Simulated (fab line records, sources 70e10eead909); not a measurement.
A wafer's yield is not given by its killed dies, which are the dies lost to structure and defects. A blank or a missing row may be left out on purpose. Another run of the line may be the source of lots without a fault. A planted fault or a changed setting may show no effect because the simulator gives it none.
Which tool is to blame? ; flow nand harc ; 18 wafers from 6 lots sampled at 5 of the route's 1302 steps

## WHAT EACH GAUGE READ, for each wafer
NHARC_END_SORT_01.
lot ; measured ; on ; killed at array

## TOOL THAT RAN EACH LOT (tool first, then ch and the chambers of the sampled wafers, then the start)
lot;NHARC_A_STAIRCASE_ETCH_313;NHARC_A_STAIRCASE_ALD_415;NHARC_A_STAIRCASE_DEP_151;NHARC_A_STAIRCASE_DEP_325
L179;rie diel-02 ch 0,1,2, day 17 04:52;ald hk-04 ch 1,3, day 17 06:38;pecvd-04 ch 0,2, day 18 00:43;pecvd-04 ch 1,2, day 18 20:16
L181;rie diel-12 ch 0,3, day 18 19:47;ald hk-03 ch 0,1,2, day 18 21:42;pecvd-04 ch 0,1, day 19 10:58;pecvd-02 ch 0,1,2, day 20 05:06
L182;rie diel-02 ch 0,1,2, day 19 07:08;ald hk-01 ch 2,3, day 19 11:45;pecvd-01 ch 0,1,2, day 20 03:15;pecvd-02 ch 0,1,2, day 20 22:58
L184;rie diel-02 ch 1,2, day 19 21:54;ald hk-04 ch 0,3, day 20 00:04;pecvd-01 ch 0,1, day 20 15:10;pecvd-02 ch 0,1,2, day 21 13:07
L197;rie diel-12 ch 0,1, day 25 00:13;ald hk-04 ch 0,2, day 25 02:37;pecvd-04 ch 1,2, day 25 18:11;pecvd-04 ch 0,2, day 26 13:55
L199;rie diel-13 ch 0,1,2, day 25 19:14;ald hk-03 ch 0,1,2, day 25 21:43;pecvd-02 ch 0,1, day 26 10:47;pecvd-01 ch 0,1,2, day 27 01:04
- NHARC_A_STAIRCASE_ETCH_313: etches the open film in CF4/CHF3.
- NHARC_A_STAIRCASE_ALD_415: deposits SiO2, target thk 30 nm, pulse time 6 s, ald cycles 300.
- NHARC_A_STAIRCASE_DEP_151: deposits SiO2, target thk 7200 nm.
- NHARC_A_STAIRCASE_DEP_325: deposits SiO2, target thk 7200 nm.

## THE ANSWER, worked out from the rows above alone
Rule: the lots themselves supply what counts as usual. The widest of any qualifying gaps counts: lots, ordered by their means at a reading, are off when they make up no more than a third of the lots, leave a main group of 4 or more, and stand apart from it by 3 or more times the standard deviation of that group's means. Not used: any main group whose means are identical at the precision the tables above print for the reading. Also off: a lot with no number at a reading for which 4 or more lots have one. The other lots that the step has rows for count as sound.
No lot is off at any reading shown: from this, nothing can be told.

## WHAT WAS PUT IN BY THE SIMULATOR
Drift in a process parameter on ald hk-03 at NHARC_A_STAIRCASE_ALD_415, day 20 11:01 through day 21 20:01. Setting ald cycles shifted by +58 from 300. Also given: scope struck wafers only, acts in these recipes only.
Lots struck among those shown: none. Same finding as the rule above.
